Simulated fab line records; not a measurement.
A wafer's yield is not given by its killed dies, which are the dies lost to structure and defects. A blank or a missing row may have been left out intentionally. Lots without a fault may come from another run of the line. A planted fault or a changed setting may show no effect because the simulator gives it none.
fab line records | flow nand_harc
[record] lots = 14 | wafers = 38 | last_day = 34
route steps=1302 shown P_BONDPAD@371 A_ZERO_WELL@396
lots with no fault: from the same line, run without faults
start_h: start of the lot's first displayed wafer, in hours after the record's first day | wait_h: hours since the lot's step before | " identical to the entry in the row above | L1.1+2: one row covering several wafers at once | - either no value or no given start | * or withheld: withheld | < > ~ a bound
route shown NAME@n: NAME is a module with steps in the file, n the number in the route of the first one | usual: mean and standard deviation over wafers with no fault | same: alike in all rows | chamber/n: place in a boat | sites: each site's reading | _std_site: how widely they spread, as a standard deviation | _edge_site: inner sites' mean taken away from outer sites' mean | radius_mm: how far each site lies from the wafer's centre | mask NAME#n: copy n | behind: tool/chamber where the wafer was last shaped | hold: reason for holding the lot/hours on hold/outcome of the hold | device: whichever transistor did not switch (one of n, p or np) | end of line: tests of these same wafers at the route's end | a step given without rows: its recipe and nothing more | killed: not the wafer's yield, but the dies lost to structure and defects at the first sort | map: shows each die of a wafer: x if killed, . if not, _ if none is there
set.NAME: setting as actually run; set.NAME@STEP: the setting as run at that earlier step | model.NAME: the simulator's own value behind a step, which no gauge read
a sample of lots followed through the steps of the route, with each step as a table and each wafer as a row
services: from which hour (start_h, from the record's first day; less than 0 if before it) a tool's chamber was out of use, for how many hours, and why
[[steps]]
[step NHARC_P_BONDPAD_STRIP_15]
[recipe] o2_flow_sccm = 500 | ar_flow_sccm = 0 | bias_w = 0 | chemistry = O2
[usual] drypump_motor_current_A = 5.7/0.48 | oes_product_au = 1.002/0.0091 | rf_vpp_V = 57.6/0.95 | showerhead_plenum_p_Torr = 3.46/0.12 | throttle_valve_pct = 17.036/0.0084
lot.wafer | tool        | chamber | start_h | wait_h | drypump_motor_current_A | oes_product_au | rf_hours_counter_h | rf_vpp_V | showerhead_plenum_p_Torr | throttle_valve_pct
L373.3    | rie_diel-01 | 3       | 140.59  | 0.1    | 6.2                     | 0.989          | 3.6                | 56.7     | 3.34                     | 17.025
L373.4    | "           | 0       | "       | "      | 5.2                     | 0.999          | 3.4                | 59.8     | 3.43                     | 17.028
L373.1    | "           | 2       | "       | "      | 5.8                     | 1.011          | 3.1                | 58.3     | 3.74                     | 17.058
L374.4    | rie_diel-05 | 1       | 151.28  | 0.1    | 6.1                     | 1.005          | 3.8                | 57.0     | 3.43                     | 17.039
L374.1    | "           | 2       | "       | "      | 5.8                     | 1.012          | 3.6                | 57.6     | 3.39                     | 17.035
L374.6    | "           | 0       | "       | "      | 5.0                     | 1.017          | -                  | 57.7     | 3.38                     | 17.046
L375.3    | rie_diel-05 | 2       | 169.09  | 0.1    | 5.8                     | 1.014          | 4.4                | 57.5     | 3.39                     | 17.037
L375.5    | "           | 1       | "       | "      | 6.0                     | 1.009          | -                  | 56.9     | 3.43                     | 17.047
L375.6    | "           | 2       | "       | "      | 5.8                     | 1.009          | -                  | 58.1     | 3.39                     | 17.037
L376.3    | rie_diel-07 | 3       | 174.12  | 0.1    | 5.7                     | 1.003          | 3.1                | 56.5     | 3.45                     | 17.029
L376.4    | "           | 0       | "       | "      | 5.8                     | 1.000          | 3.6                | 57.2     | 3.44                     | 17.037
L376.6    | "           | 2       | "       | "      | 6.4                     | 1.017          | -                  | 57.8     | 3.64                     | 17.033
L377.4    | rie_diel-01 | 2       | 179.29  | 0.1    | 5.8                     | 1.015          | 4.0                | 58.5     | 3.74                     | 17.034
L377.1    | "           | 3       | "       | "      | 6.2                     | 0.999          | 4.4                | 57.7     | 3.34                     | 17.027
L377.5    | "           | 2       | "       | "      | 5.9                     | 1.006          | -                  | 60.1     | 3.74                     | 17.027
L380.4    | rie_diel-05 | 0       | 218.81  | 0.1    | 5.0                     | 0.998          | 8.4                | 57.1     | 3.38                     | 17.028
L381.1    | rie_diel-05 | 3       | 224.23  | 0.1    | 5.1                     | 0.991          | 9.5                | 58.0     | 3.54                     | 17.040
L388.2    | rie_diel-05 | 3       | 301.35  | 0.1    | 5.1                     | 0.993          | 3.1                | 56.6     | 3.54                     | 17.049
L388.3    | "           | 2       | "       | "      | 5.8                     | 1.008          | 2.8                | 56.7     | 3.39                     | 17.046
L388.6    | "           | 3       | "       | "      | 5.1                     | 0.997          | -                  | 59.2     | 3.54                     | 17.031
L389.1    | rie_diel-05 | 3       | 304.37  | 0.1    | 5.2                     | 1.002          | 3.3                | 58.5     | 3.54                     | 17.037
L389.4    | "           | 0       | "       | "      | 5.1                     | 1.004          | 3.2                | 58.2     | 3.38                     | 17.035
L389.6    | "           | 3       | "       | "      | 5.2                     | 0.993          | -                  | 57.6     | 3.54                     | 17.044
L391.4    | rie_diel-07 | 3       | 326.22  | 0.1    | 5.8                     | 1.001          | 1.7                | 58.1     | 3.45                     | 17.027
L391.2    | "           | 0       | "       | "      | 5.8                     | 1.006          | 1.8                | 56.2     | 3.43                     | 17.019
L391.3    | "           | 2       | "       | "      | 6.5                     | 1.018          | 1.6                | 57.8     | 3.64                     | 17.055
L392.4    | rie_diel-05 | 1       | 343.62  | 0.1    | 6.0                     | 0.992          | 4.9                | 58.5     | 3.43                     | 17.050
L392.5    | "           | 3       | "       | "      | 5.2                     | 0.982          | -                  | 57.4     | 3.54                     | 17.049
L392.6    | "           | 0       | "       | "      | 5.0                     | 0.986          | -                  | 56.6     | 3.38                     | 17.040
L393.4    | rie_diel-01 | 3       | 355.62  | 0.1    | 6.2                     | 0.997          | 4.3                | 58.1     | 3.34                     | 17.016
L393.2    | "           | 2       | "       | "      | 5.9                     | 1.024          | 5.1                | 59.6     | 3.74                     | 17.025
L393.5    | "           | 0       | "       | "      | 5.2                     | 1.010          | -                  | 56.8     | 3.42                     | 17.044
L394.1    | rie_diel-07 | 0       | 358.02  | 0.1    | 5.8                     | 1.010          | 4.4                | 57.3     | 3.43                     | 17.021
L394.4    | "           | 3       | "       | "      | 5.8                     | 1.005          | 2.5                | 58.0     | 3.45                     | 17.046
L394.5    | "           | 0       | "       | "      | 5.8                     | 1.005          | -                  | 58.1     | 3.43                     | 17.021
L395.1    | rie_diel-07 | 3       | 365.46  | 0.1    | 5.8                     | 1.003          | 3.0                | 57.4     | 3.45                     | 17.043
L395.3    | "           | 1       | "       | "      | 6.4                     | 1.003          | 4.5                | 57.2     | 3.44                     | 17.032
L395.5    | "           | 3       | "       | "      | 5.8                     | 1.011          | -                  | 57.3     | 3.45                     | 17.037
[step NHARC_P_BONDPAD_PVD_17]
[recipe] target_thk_a = 50 | bias_v = 168.6 | power_w = 15000 | chamber_pressure_pa = 0.12 | time_s = 8.06 | substrate_temp_c = 50 | material = TaN
[usual] bias_v = 168.9/1.5 | throttle_valve_pct = 30.0/0.99
lot.wafer | tool           | chamber | start_h | wait_h | bias_v | throttle_valve_pct
L373.1    | pvd_sputter-02 | -       | -       | -      | 167.5  | 27.7
L373.3    | "              | -       | "       | "      | 170.5  | 30.4
L373.4    | "              | -       | "       | "      | 166.7  | 30.2
L374.1    | pvd_sputter-01 | -       | -       | -      | 168.0  | 31.2
L374.4    | "              | -       | "       | "      | 169.4  | 29.0
L374.6    | "              | -       | "       | "      | 168.3  | 29.2
L375.3    | pvd_sputter-01 | -       | -       | -      | 169.4  | 29.9
L375.5    | "              | -       | "       | "      | 168.1  | 30.0
L375.6    | "              | -       | "       | "      | 169.4  | 29.0
L376.4    | pvd_sputter-01 | -       | -       | -      | 168.7  | 29.2
L376.3    | "              | -       | "       | "      | 169.0  | 31.1
L376.6    | "              | -       | "       | "      | 171.2  | 29.3
L377.1    | pvd_sputter-01 | -       | -       | -      | 167.2  | 30.1
L377.4    | "              | -       | "       | "      | 170.6  | 29.3
L377.5    | "              | -       | "       | "      | 172.9  | 29.4
L380.4    | pvd_sputter-03 | -       | -       | -      | 169.4  | 29.7
L381.1    | pvd_sputter-01 | -       | -       | -      | 167.6  | 29.2
L388.3    | pvd_sputter-02 | -       | -       | -      | 167.5  | 28.2
L388.2    | "              | -       | "       | "      | 167.2  | 31.1
L388.6    | "              | -       | "       | "      | 169.3  | 28.2
L389.1    | pvd_sputter-03 | -       | -       | -      | 166.7  | 31.7
L389.4    | "              | -       | "       | "      | 171.3  | 29.9
L389.6    | "              | -       | "       | "      | 170.2  | 29.0
L391.4    | pvd_sputter-02 | -       | -       | -      | 168.7  | 30.5
L391.3    | "              | -       | "       | "      | 168.0  | 31.1
L391.2    | "              | -       | "       | "      | 168.6  | 27.9
L392.4    | pvd_sputter-02 | -       | -       | -      | 168.6  | 30.3
L392.5    | "              | -       | "       | "      | 171.1  | 31.1
L392.6    | "              | -       | "       | "      | 169.8  | 28.0
L393.2    | pvd_sputter-02 | -       | -       | -      | 166.0  | 28.1
L393.4    | "              | -       | "       | "      | 169.9  | 30.3
L393.5    | "              | -       | "       | "      | 168.4  | 28.2
L394.1    | pvd_sputter-02 | -       | -       | -      | 168.5  | 30.3
L394.4    | "              | -       | "       | "      | 167.1  | 30.8
L394.5    | "              | -       | "       | "      | 167.5  | 30.2
L395.3    | pvd_sputter-03 | -       | -       | -      | 169.6  | 29.5
L395.1    | "              | -       | "       | "      | 170.5  | 29.1
L395.5    | "              | -       | "       | "      | 168.8  | 31.0
[step NHARC_P_BONDPAD_PVD_27]
[recipe] target_thk_a = 300 | chamber_pressure_pa = 5 | power_w = 5000 | substrate_temp_c = 30 | time_s = 20.49 | material = Cu
[usual] throttle_valve_pct = 30.0/1
lot.wafer | tool           | chamber | start_h | wait_h | throttle_valve_pct
L373.1    | pvd_sputter-02 | -       | -       | -      | 30.6
L373.3    | "              | -       | "       | "      | 30.4
L373.4    | "              | -       | "       | "      | 27.6
L374.1    | pvd_sputter-01 | -       | -       | -      | 29.1
L374.4    | "              | -       | "       | "      | 30.4
L374.6    | "              | -       | "       | "      | 29.0
L375.3    | pvd_sputter-01 | -       | -       | -      | 29.4
L375.6    | "              | -       | "       | "      | 31.2
L375.5    | "              | -       | "       | "      | 30.1
L376.4    | pvd_sputter-01 | -       | -       | -      | 29.8
L376.3    | "              | -       | "       | "      | 29.1
L376.6    | "              | -       | "       | "      | 30.0
L377.1    | pvd_sputter-01 | -       | -       | -      | 30.1
L377.4    | "              | -       | "       | "      | 31.2
L377.5    | "              | -       | "       | "      | 30.1
L380.4    | pvd_sputter-03 | -       | -       | -      | 29.9
L381.1    | pvd_sputter-01 | -       | -       | -      | 31.5
L388.2    | pvd_sputter-02 | -       | -       | -      | 31.0
L388.3    | "              | -       | "       | "      | 28.0
L388.6    | "              | -       | "       | "      | 30.2
L389.1    | pvd_sputter-03 | -       | -       | -      | 30.1
L389.4    | "              | -       | "       | "      | 29.9
L389.6    | "              | -       | "       | "      | 29.0
L391.2    | pvd_sputter-02 | -       | -       | -      | 31.0
L391.4    | "              | -       | "       | "      | 28.2
L391.3    | "              | -       | "       | "      | 30.4
L392.4    | pvd_sputter-02 | -       | -       | -      | 28.3
L392.5    | "              | -       | "       | "      | 28.2
L392.6    | "              | -       | "       | "      | 30.4
L393.2    | pvd_sputter-02 | -       | -       | -      | 28.4
L393.4    | "              | -       | "       | "      | 30.4
L393.5    | "              | -       | "       | "      | 28.1
L394.4    | pvd_sputter-02 | -       | -       | -      | 30.3
L394.1    | "              | -       | "       | "      | 31.0
L394.5    | "              | -       | "       | "      | 30.3
L395.3    | pvd_sputter-03 | -       | -       | -      | 30.9
L395.1    | "              | -       | "       | "      | 30.1
L395.5    | "              | -       | "       | "      | 29.4
[step NHARC_A_ZERO_WELL_SOFTBAKE_05]
[recipe] temp_c = 125 | time_s = 70
[usual] heater_power_total_W = 200.8/1.3
lot.wafer | tool           | chamber | start_h | wait_h | heater_power_total_W
L373.1    | litho_track-02 | 0       | 143     | -      | 202.0
L373.3    | "              | 0       | "       | "      | 199.1
L373.4    | "              | 0       | "       | "      | 201.8
L374.1    | litho_track-05 | 0       | 154     | -      | 199.2
L374.4    | "              | 0       | "       | "      | 198.9
L374.6    | "              | 0       | "       | "      | 199.2
L375.3    | litho_track-07 | 0       | 172     | -      | 202.5
L375.5    | "              | 0       | "       | "      | 201.7
L375.6    | "              | 0       | "       | "      | 200.5
L376.3    | litho_track-07 | 0       | 177     | -      | 199.4
L376.4    | "              | 0       | "       | "      | 199.3
L376.6    | "              | 0       | "       | "      | 199.7
L377.1    | litho_track-07 | 0       | 182     | -      | 199.7
L377.4    | "              | 0       | "       | "      | 202.6
L377.5    | "              | 0       | "       | "      | 199.6
L380.4    | litho_track-07 | 0       | 221     | -      | 207.2
L381.1    | litho_track-07 | 0       | 227     | -      | 206.6
L388.2    | litho_track-07 | 0       | 304     | -      | 200.1
L388.3    | "              | 0       | "       | "      | 202.5
L388.6    | "              | 0       | "       | "      | 202.6
L389.1    | litho_track-07 | 0       | 307     | -      | 202.0
L389.4    | "              | 0       | "       | "      | 202.2
L389.6    | "              | 0       | "       | "      | 201.2
L391.2    | litho_track-02 | 0       | 329     | -      | 199.5
L391.3    | "              | 0       | "       | "      | 202.4
L391.4    | "              | 0       | "       | "      | 201.9
L392.4    | litho_track-02 | 0       | 346     | -      | 202.3
L392.5    | "              | 0       | "       | "      | 201.0
L392.6    | "              | 0       | "       | "      | 202.6
L393.2    | litho_track-07 | 0       | 358     | -      | 199.4
L393.4    | "              | 0       | "       | "      | 202.5
L393.5    | "              | 0       | "       | "      | 199.3
L394.1    | litho_track-02 | 0       | 361     | -      | 202.7
L394.4    | "              | 0       | "       | "      | 202.4
L394.5    | "              | 0       | "       | "      | 200.1
L395.1    | litho_track-02 | 0       | 368     | -      | 199.5
L395.3    | "              | 0       | "       | "      | 202.5
L395.5    | "              | 0       | "       | "      | 199.6
[[services]]
tool           | chamber | start_h | hours | kind
rie_diel-07    | -       | 117.63  | 9.0   | pm
rie_diel-07    | -       | 139.55  | 1.1   | repair
pvd_sputter-03 | -       | 170.00  | 10.0  | pm
rie_diel-05    | 2       | 181.75  | 3.1   | repair
rie_diel-07    | 0       | 188.12  | 5.2   | repair
rie_diel-07    | 1       | 191.78  | 7.4   | repair
rie_diel-07    | 3       | 193.63  | 8.2   | repair
pvd_sputter-01 | -       | 226.03  | 10.0  | pm
litho_track-02 | -       | 227.00  | 7.0   | pm
rie_diel-05    | -       | 229.61  | 9.0   | pm
pvd_sputter-03 | -       | 233.17  | 1.1   | repair
pvd_sputter-03 | -       | 237.84  | 4.3   | repair
rie_diel-07    | 1       | 242.24  | 8.3   | repair
litho_track-07 | -       | 251.02  | 7.0   | pm
pvd_sputter-01 | -       | 257.35  | 3.0   | repair
rie_diel-07    | 0       | 277.34  | 3.5   | repair
pvd_sputter-02 | -       | 282.06  | 10.0  | pm
rie_diel-05    | 0       | 290.26  | 2.7   | repair
rie_diel-07    | -       | 294.63  | 9.0   | pm
pvd_sputter-02 | -       | 311.82  | 4.8   | repair
rie_diel-05    | -       | 344.83  | 0.1   | repair
pvd_sputter-03 | -       | 348.00  | 10.0  | pm
pvd_sputter-02 | -       | 355.17  | 1.1   | repair
rie_diel-05    | 3       | 355.84  | 5.8   | repair
[[key]]
[first_sign] step = NHARC_A_ZERO_WELL_SOFTBAKE_05 | reading = heater_power_total_W | direction = up | sigmas = 4.7 | usual = * | struck = *
effect none on later readings
met_at NHARC_A_ZERO_WELL_SOFTBAKE_05
struck_lots L380,L381
tester_left_out L380,L381
not_acting_at NHARC_P_BONDPAD_STRIP_15,NHARC_P_BONDPAD_PVD_17,NHARC_P_BONDPAD_PVD_27
onset_between 182 221
[fault] kind = process_parameter_drift | tool = litho_track-07 | chamber = - | onset_h = 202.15 | steps = NHARC_A_ZERO_WELL_SOFTBAKE_05 | channel = time_s | offset = * | shape = step | end_h = 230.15 | acts_in = * | stated = *
// tester_left_out: of these lots the tester's yield and bins aren't shown, on N5 and GAA mostly nor the transistor test; their killed dies are dies lost to structure and defects alone, not to doping, threshold or leakage, so they don't give the yield
